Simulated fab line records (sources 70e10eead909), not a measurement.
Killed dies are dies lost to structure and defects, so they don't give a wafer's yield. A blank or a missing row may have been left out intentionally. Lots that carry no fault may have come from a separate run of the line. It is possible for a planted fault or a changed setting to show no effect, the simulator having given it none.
fab line records	flow nandHarc
record lots=13	wafers=39	lastDay=32
route steps=1302 shown A_CHANNEL_FILL_D1@501 A_ONON_D2@548 END@1302
lots that met no fault: taken from a fault-free run of the same line
startH: start of the lot's first displayed wafer, in hours after the record's first day	waitH: hours from the lot's prior step to this one	" same as the row above	L1.1+2: a row that stands for several wafers	- no value present, or no start provided	* or withheld: withheld	< > ~ a bound
route shown NAME@n: a module of which the file shows steps, and the number in the route of the first	usual: average and standard deviation across the fault-free wafers	same: alike in all rows	chamber/n: place in a boat	sites: each site's reading	_std_site: the standard deviation of these	_edge_site: mean of outer sites minus mean of inner sites	radiusMm: for every site, how far away it sits from the centre of the wafer	mask NAME#n: copy n	behind: tool/chamber where the wafer was last shaped	hold: why the lot was held/for how many hours/how that ended	device: the transistor (n, p or np) that didn't switch	end of line: tests run on the same wafers once the route is complete	where a step has no rows: the recipe by itself	killed: not the wafer's yield, but the dies lost to structure and defects at the first sort	map: the dies of a wafer, with x for killed, . for not killed, _ for no die there
set.NAME: the setting as run; set.NAME@STEP: as run at that earlier step	model.NAME: the simulator's own value behind a step, which no gauge read
one table for each step of the route and one row for each wafer, over a sample of lots
services: from which hour (startH, from the record's first day; less than 0 if before it) a tool's chamber was out of use, for how many hours, and why
## steps
# step NHARC_A_CHANNEL_FILL_D1_STRIP_28
# recipe timeS=20	o2FlowSccm=500	arFlowSccm=0	biasW=0	chemistry=O2
# usual drypumpMotorCurrentA=5.7/0.51	oesProductAu=1.000/0.012	rfVppV=58.0/0.88	showerheadPlenumPTorr=3.64/0.15	throttleValvePct=17.036/0.0097
# same biasW=0
lot.wafer	tool	chamber	startH	waitH	drypumpMotorCurrentA	oesProductAu	rfHoursCounterH	rfVppV	showerheadPlenumPTorr	throttleValvePct
L843.1	rieDiel-01	0	215.74	0.1	4.9	1.018	0	57.3	3.69	17.054
L843.2	"	1	"	"	5.4	1.020	0.0	59.4	3.78	17.046
L843.5	"	0	"	"	4.9	1.002	-	57.6	3.69	17.033
L844.3	rieDiel-01	1	220.33	0.1	5.4	1.029	0.3	57.5	3.78	17.036
L844.6	"	1	"	"	5.4	1.022	-	57.2	3.78	17.026
L844.5	"	2	"	"	6.3	1.013	-	58.6	3.75	17.042
L845.1	rieDiel-04	2	231.25	0.1	5.7	0.981	1.2	57.6	3.63	17.028
L845.2	"	3	"	"	6.5	1.009	1.2	58.9	3.77	17.038
L845.3	"	1	"	"	5.4	1.008	1.7	58.5	3.77	17.027
L848.4	rieDiel-01	0	255.54	0.1	4.9	1.018	2.5	57.5	3.69	17.056
L848.3	"	3	"	"	6.0	0.987	3.0	56.1	3.31	17.052
L848.5	"	1	"	"	5.3	1.019	-	59.3	3.78	17.046
L847.4	rieDiel-03	1	255.56	0.1	6.3	0.986	5.6	60.4	3.75	17.030
L847.2	"	2	"	"	5.7	0.993	6.7	58.9	3.32	17.045
L847.5	"	2	"	"	5.7	0.995	-	56.8	3.32	17.055
L849.3	rieDiel-01	2	279.70	0.1	6.3	1.012	3.9	59.2	3.75	17.046
L849.6	"	2	"	"	6.3	1.014	-	58.8	3.75	17.048
L849.5	"	3	"	"	6.0	0.990	-	57.3	3.31	17.048
L851.1	rieDiel-04	3	289.94	0.1	6.5	0.993	3.5	57.9	3.77	17.039
L851.6	"	2	"	"	5.7	0.981	-	57.1	3.63	17.038
L851.5	"	3	"	"	6.5	0.998	-	57.1	3.77	17.039
L850.3	rieDiel-04	0	297.13	0.1	5.5	0.989	4.7	57.3	3.62	17.026
L850.1	"	1	"	"	5.4	1.002	4.7	57.9	3.77	17.040
L850.4	"	2	"	"	5.7	0.985	3.6	58.1	3.63	17.043
L859.3	rieDiel-04	2	377.50	0.1	5.7	0.986	0.6	58.3	3.62	17.017
L859.1	"	3	"	"	6.5	1.009	1.1	58.1	3.77	17.029
L859.2	"	0	"	"	5.5	0.978	1.1	57.6	3.62	17.034
L858.3	rieDiel-01	1	377.55	0.1	5.4	1.025	9.2	58.1	3.77	17.039
L858.5	"	2	"	"	6.3	1.017	-	58.5	3.75	17.034
L858.6	"	0	"	"	4.9	1.001	-	58.5	3.69	17.029
L860.1	rieDiel-04	0	383.71	0.1	5.5	0.975	1.8	58.1	3.62	17.031
L860.6	"	2	"	"	5.7	0.999	-	57.4	3.62	17.053
L860.5	"	3	"	"	6.5	0.999	-	58.7	3.77	17.026
L862.2	rieDiel-01	2	417.05	0.1	6.3	1.004	1.9	58.5	3.75	17.020
L862.4	"	3	"	"	6.0	1.008	1.8	57.7	3.31	17.032
L862.6	"	1	"	"	5.3	1.015	-	58.7	3.77	17.023
L863.4	rieDiel-03	1	420.82	0.1	6.3	1.014	6.2	58.6	3.75	17.049
L863.1	"	2	"	"	5.7	0.992	5.8	56.2	3.32	17.038
L863.3	"	3	"	"	5.0	1.010	5.6	59.0	3.65	17.033
# step NHARC_A_ONON_D2_THK_MEAS_05
# recipe thkMeasGauge=ellipsometry
# usual thkNm=998/11
lot.wafer	tool	chamber	startH	waitH	thkNm
L843.1	filmMetro-01	-	281.40	-	990
L843.2	"	-	"	"	989
L843.5	"	-	"	"	988
L844.3	filmMetro-01	-	283.18	-	975
L844.5	"	-	"	"	976
L844.6	"	-	"	"	974
L845.1	filmMetro-01	-	290.24	-	999
L845.2	"	-	"	"	1000
L845.3	"	-	"	"	999
L848.3	filmMetro-01	-	316.27	-	995
L848.4	"	-	"	"	993
L848.5	"	-	"	"	996
L847.2	filmMetro-02	-	316.49	-	998
L847.4	"	-	"	"	998
L847.5	"	-	"	"	998
L851.1	filmMetro-01	-	350.24	-	1007
L851.5	"	-	"	"	1003
L851.6	"	-	"	"	1007
L849.3	filmMetro-02	-	350.24	-	994
L849.5	"	-	"	"	995
L849.6	"	-	"	"	995
L850.1	filmMetro-01	-	356.23	-	1015
L850.3	"	-	"	"	1014
L850.4	"	-	"	"	1015
L859.1	filmMetro-02	-	437.12	-	985
L859.2	"	-	"	"	986
L859.3	"	-	"	"	986
L858.3	filmMetro-01	-	437.31	-	995
L858.5	"	-	"	"	995
L858.6	"	-	"	"	995
L860.1	filmMetro-01	-	439.69	-	997
L860.5	"	-	"	"	996
L860.6	"	-	"	"	995
L862.2	filmMetro-02	-	477.12	-	993
L862.4	"	-	"	"	995
L862.6	"	-	"	"	994
L863.1	filmMetro-01	-	477.14	-	999
L863.3	"	-	"	"	999
L863.4	"	-	"	"	998
# step NHARC_A_ONON_D2_DEP_06
# recipe targetThkA=10000	n2FlowSccm=2750	n2oFlowSccm=2000	nh3FlowSccm=500	sih4FlowSccm=210	tempC=400
# usual sih4FlowSccm=210.0/0.5
lot.wafer	tool	chamber	startH	waitH	sih4FlowSccm
L843.1	pecvdOnon-04	0	281.46	0.1	210.1
L843.2	"	0	"	"	210.3
L843.5	"	0	"	"	209.4
L844.3	pecvdOnon-01	0	283.35	0.2	209.9
L844.5	"	0	"	"	209.7
L844.6	"	0	"	"	209.6
L845.1	pecvdOnon-01	0	290.30	0.1	210.6
L845.2	"	0	"	"	210.2
L845.3	"	0	"	"	210.5
L848.3	pecvdOnon-01	0	316.45	0.2	209.6
L848.4	"	0	"	"	209.7
L848.5	"	0	"	"	209.5
L847.2	pecvdOnon-03	0	316.60	0.1	210.4
L847.4	"	0	"	"	210.3
L847.5	"	0	"	"	210.1
L851.1	pecvdOnon-04	0	350.29	0.1	209.5
L851.5	"	0	"	"	210.0
L851.6	"	0	"	"	209.2
L849.3	pecvdOnon-03	0	350.42	0.2	209.6
L849.5	"	0	"	"	210.1
L849.6	"	0	"	"	209.6
L850.1	pecvdOnon-03	0	356.29	0.1	209.4
L850.3	"	0	"	"	210.2
L850.4	"	0	"	"	209.6
L859.1	pecvdOnon-04	0	437.18	0.1	209.3
L859.2	"	0	"	"	210.2
L859.3	"	0	"	"	209.7
L858.3	pecvdOnon-01	0	437.48	0.2	209.3
L858.5	"	0	"	"	210.4
L858.6	"	0	"	"	209.4
L860.1	pecvdOnon-03	0	439.74	0.1	210.0
L860.5	"	0	"	"	210.3
L860.6	"	0	"	"	209.8
L863.1	pecvdOnon-03	0	477.19	0.1	210.1
L863.3	"	0	"	"	209.4
L863.4	"	0	"	"	210.8
L862.2	pecvdOnon-01	0	477.23	0.1	210.6
L862.4	"	0	"	"	209.3
L862.6	"	0	"	"	210.2
# step NHARC_A_ONON_D2_THK_MEAS_08
# recipe thkMeasGauge=ellipsometry
# usual thkNm=999/8.6
lot.wafer	tool	chamber	startH	waitH	thkNm
L843.1	filmMetro-01	-	281.97	-	985
L843.2	"	-	"	"	986
L843.5	"	-	"	"	984
L844.3	filmMetro-01	-	283.75	-	1009
L844.5	"	-	"	"	1009
L844.6	"	-	"	"	1009
L845.1	filmMetro-02	-	290.81	-	992
L845.2	"	-	"	"	991
L845.3	"	-	"	"	991
L848.3	filmMetro-01	-	316.84	-	1010
L848.4	"	-	"	"	1010
L848.5	"	-	"	"	1012
L847.2	filmMetro-02	-	317.05	-	1003
L847.4	"	-	"	"	1004
L847.5	"	-	"	"	1003
L851.1	filmMetro-01	-	350.80	-	1000
L851.5	"	-	"	"	1001
L851.6	"	-	"	"	1001
L849.3	filmMetro-02	-	350.81	-	588
L849.5	"	-	"	"	1006
L849.6	"	-	"	"	1005
L850.1	filmMetro-02	-	356.80	-	583
L850.3	"	-	"	"	582
L850.4	"	-	"	"	582
L859.1	filmMetro-02	-	437.70	-	1002
L859.2	"	-	"	"	1003
L859.3	"	-	"	"	1001
L858.3	filmMetro-02	-	437.87	-	997
L858.5	"	-	"	"	998
L858.6	"	-	"	"	1000
L860.1	filmMetro-01	-	440.27	-	996
L860.5	"	-	"	"	996
L860.6	"	-	"	"	997
L862.2	filmMetro-01	-	477.68	-	996
L862.4	"	-	"	"	998
L862.6	"	-	"	"	997
L863.1	filmMetro-01	-	477.70	-	982
L863.3	"	-	"	"	981
L863.4	"	-	"	"	981
# step NHARC_END_SORT_01
# recipe tempC=25
# usual killedAtArray=55/17	killedAtOther=1.1/1.6	killedAtPeriphery=3.8/2.5	killedDies=60/18	killedOpen=3.3/1.9	killedShort=2.5/1.7
# same grossDies=677
lot.wafer	tool	chamber	startH	waitH	killedAtArray	killedAtOther	killedAtPeriphery	killedDies	killedOpen	killedShort
L849.3	prober-01	0	633.81	3.1	676	0	1	677	6	1
L849.5	prober-01	0	635.39	3.7	56	0	3	59	5	2
L849.6	prober-01	0	636.19	4.0	65	0	2	67	3	1
L850.1	prober-01	0	659.74	2.5	675	0	2	677	2	0
L850.3	prober-01	0	661.37	3.1	667	3	7	677	3	1
L850.4	prober-01	0	662.19	3.4	674	0	3	677	5	3
# killed by level:class
L849.3 A_ONON_D2:areaDep=616 A_CHANNEL_HOLE_D2:chamberFilmFlake=29 A_SLIT:chamberFilmFlake=12 A_M1:chamberFilmFlake=4 A_ZERO_WELL:chamberFilmFlake=3 A_STAIRCASE:chamberFilmFlake=3 P_M1:geometricParticle:open=1 A_SOURCE_PLATE:geometricParticle:open=1
L849.5 A_CHANNEL_HOLE_D2:chamberFilmFlake=28 A_SLIT:chamberFilmFlake=15 A_CHANNEL_HOLE_D1:chamberFilmFlake=5 P_CONTACT:geometricParticle:open=1 A_ONON_D1:geometricParticle:short=1 A_ONON_D1:geometricParticle:open=1 A_CHANNEL_HOLE_D1:geometricParticle:open=1 A_CHANNEL_FILL_D2:geometricParticle:open=1
L849.6 A_CHANNEL_HOLE_D2:chamberFilmFlake=29 A_SLIT:chamberFilmFlake=28 A_CHANNEL_HOLE_D1:chamberFilmFlake=2 A_DECK1_JOINT:chamberFilmFlake=2 P_CONTACT:geometricParticle:open=1 A_ONON_D1:geometricParticle:short=1 A_CHANNEL_FILL_D1:geometricParticle:open=1 A_ONON_D2:geometricParticle:open=1
L850.1 A_ONON_D2:areaDep=583 A_CHANNEL_HOLE_D1:chamberFilmFlake=36 A_SLIT:chamberFilmFlake=34 A_STAIRCASE:chamberFilmFlake=9 A_CHANNEL_HOLE_D2:chamberFilmFlake=8 A_CONTACT:chamberFilmFlake=3 P_GATE:chamberFilmFlake=2 A_STAIRCASE:geometricParticle:open=1
L850.3 A_ONON_D2:areaDep=585 A_CHANNEL_HOLE_D1:chamberFilmFlake=34 A_SLIT:chamberFilmFlake=24 A_CHANNEL_HOLE_D2:chamberFilmFlake=10 A_CONTACT:chamberFilmFlake=7 A_STAIRCASE:chamberFilmFlake=5 THIN_TSV:chamberFilmFlake=3 P_ZERO_WELL:chamberFilmFlake=2
L850.4 A_ONON_D2:areaDep=597 A_CHANNEL_HOLE_D1:chamberFilmFlake=42 A_SLIT:chamberFilmFlake=12 A_CHANNEL_HOLE_D2:chamberFilmFlake=9 A_STAIRCASE:chamberFilmFlake=3 A_CONTACT:chamberFilmFlake=3 P_M0:geometricParticle:short=1 P_M1:geometricParticle:open=1
## services
tool	chamber	startH	hours	kind
rieDiel-03	1	193.36	5.2	repair
rieDiel-01	-	203.82	9.0	pm
rieDiel-01	0	203.82	9.0	ventCycle
rieDiel-01	1	203.82	9.0	ventCycle
pecvdOnon-03	-	227.00	13.0	pm
rieDiel-01	0	230.88	14.8	repair
rieDiel-03	0	236.72	1.6	repair
rieDiel-01	2	261.29	4.9	repair
pecvdOnon-01	-	269.28	13.0	pm
rieDiel-03	-	281.30	9.0	pm
rieDiel-01	1	285.59	5.6	repair
pecvdOnon-01	-	308.26	2.0	repair
pecvdOnon-04	-	311.26	13.0	pm
rieDiel-04	-	317.41	0.2	repair
rieDiel-01	1	336.19	5.9	repair
rieDiel-04	-	354.90	9.0	pm
rieDiel-01	-	366.70	0.3	repair
rieDiel-01	-	380.82	9.0	pm
pecvdOnon-01	-	393.07	3.6	repair
pecvdOnon-03	-	408.00	13.0	pm
rieDiel-01	0	409.81	2.9	repair
rieDiel-04	1	427.59	1.7	repair
pecvdOnon-01	-	450.28	13.0	pm
rieDiel-03	-	458.30	9.0	pm
## key
firstSign step=NHARC_A_ONON_D2_THK_MEAS_08	reading=thkNm	direction=down	sigmas=48	usual=999	struck=584
effect step=NHARC_END_SORT_01	reading=killedAtArray	direction=up	sigmas=35	usual=55	struck=673
moreKillsBornAt NHARC_A_ONON_D2_DEP_06@pecvdOnon-03=2381
metAt NHARC_A_ONON_D2_DEP_06
struckLots L849,L850
struckWafers L849.3,L850.1,L850.3,L850.4
laterRowsLeftOut L849.3,L850.1,L850.3,L850.4
testerLeftOut L849,L850
notActingAt NHARC_A_CHANNEL_FILL_D1_STRIP_28,NHARC_A_ONON_D2_THK_MEAS_05
onsetBetween 316.60 350.42
fault kind=processParameterDrift	tool=pecvdOnon-03	chamber=-	onsetH=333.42	steps=NHARC_A_ONON_D2_DEP_06	channel=targetThkA	offset=*	shape=step	endH=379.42	scope=struckWafersOnly	actsIn=*	stated=*
# testerLeftOut: of these lots the tester's yield and bins aren't shown, on N5 and GAA mostly nor the transistor test; their killed dies are dies lost to structure and defects alone, not to doping, threshold or leakage, so they don't give the yield
# laterRowsLeftOut: the simulator's readings of these wafers behind a module that went badly wrong aren't trusted and aren't shown, but for the sort
